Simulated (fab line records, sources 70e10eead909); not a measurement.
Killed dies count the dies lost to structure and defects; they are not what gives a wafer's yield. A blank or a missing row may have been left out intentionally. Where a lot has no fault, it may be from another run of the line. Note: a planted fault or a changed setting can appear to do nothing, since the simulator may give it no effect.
Comparing a struck lot with a sound one :: flow nand_harc :: 14 out of 1302 route steps
Sound: wafers L571.4, L571.5, L571.6. The struck wafers were L573.3, L573.4, L573.6. The cause is named last.
Per side, at each step with rows, come the tool, then ch with its chambers, and then its first start. Under that, the readings that differ: sound wafers :: struck wafers :: difference of the means :: sigmas: that difference in standard deviations of wafers without a fault.
alike: readings whose means differ by less than 2 such deviations, and words and numbers that are the same on both sides. not compared: withheld readings, readings that some wafer has no value for, bounds like >300 that may hide the same value, and numbers for which the record gives no deviation and whose values overlap.
The two part at a step that has a row with sigmas, a row that says differs or no value, or rows on one side only. Non-overlapping numbers with no deviation appear without sigmas and do not part them. Lack of a reading on every wafer of one side parts them only where that side has two or more wafers.

first, 1 step without rows for these wafers: NHARC_A_ONON_D2_DEP_19 (target thk 1000 nm).
NHARC_A_ONON_D2_THK_MEAS_21: measures by ellipsometry.
  sound: film_metro-01 at day 15 20:15; struck: film_metro-02 at day 13 16:30
  alike: thk_nm
next comes 1 step that has no rows for these wafers: NHARC_A_ONON_D2_DEP_22 (target thickness 1000 nm).
NHARC_A_ONON_D2_THK_MEAS_24: measures by ellipsometry.
  sound: film_metro-02 at day 15 20:49; struck: film_metro-02 at day 13 17:05
  alike: thk_nm
next comes 1 step that has no rows for these wafers: NHARC_A_ONON_D2_DEP_25 (target thickness 1000 nm).
NHARC_A_ONON_D2_THK_MEAS_27: measures by ellipsometry.
  sound: film_metro-02 at day 15 21:23; struck: film_metro-02 at day 13 17:38
reading: thk_nm (nm)
sound: 1029 1030 1031
struck: 1001 999 1000
difference: -30
sigmas: -2
next comes 1 step that has no rows for these wafers: NHARC_A_ONON_D2_DEP_28 (target thickness 1000 nm).
NHARC_A_ONON_D2_THK_MEAS_30: measures by ellipsometry.
  sound: film_metro-02 at day 15 21:57; struck: film_metro-02 at day 13 18:13
reading: thk_nm (nm)
sound: 1009 1010 1010
struck: 983 982 982
difference: -27
sigmas: -3
NHARC_A_ONON_D2_DEP_33: deposits SiO2, target thk 200 nm.
  sound on pecvd-02 ch 0,1,2, day 15 22:08; struck on pecvd-02 ch 0,1, day 13 18:33
  alike: heater_power_w, throttle_valve_pct
NHARC_A_ONON_D2_THK_MEAS_34: measures by ellipsometry.
  sound: film_metro-02 at day 15 22:25; struck: film_metro-02 at day 13 18:56
  alike: thk_nm
NHARC_A_ONON_D2_INSPECT_32:
  sound: defect_inspect-02 at day 15 22:29; struck: defect_inspect-01 at day 13 18:59
  alike: raw_defect_count
NHARC_A_CHANNEL_HOLE_D2_DEP_00: deposits aC, target thk 3100 nm.
  sound on acl_dep-02 ch 0, day 15 23:30; struck on acl_dep-02 ch 0, day 14 02:47
  alike: throttle_valve_pct
NHARC_A_CHANNEL_HOLE_D2_DEP_01: deposits SiON, target thk 140 nm.
  sound on pecvd-01 ch 1, day 16 00:44; struck on pecvd-03 ch 0,1, day 14 04:16
  alike: heater_power_w
-- record jumps: 11 days between struck wafers' starts before vs after; left off in module A_CHANNEL_HOLE_D2, resumes in module END, first step shown is number 1302 of the route --
NHARC_END_SORT_01:
  only the struck wafers appear in the record here, on prober-01 ch 0 at day 25 05:34; the sound ones have no rows

WHERE THEY PART
Earliest at NHARC_A_ONON_D2_THK_MEAS_27; latest, in this record, at NHARC_END_SORT_01.

WHY: what had been put in by the simulator
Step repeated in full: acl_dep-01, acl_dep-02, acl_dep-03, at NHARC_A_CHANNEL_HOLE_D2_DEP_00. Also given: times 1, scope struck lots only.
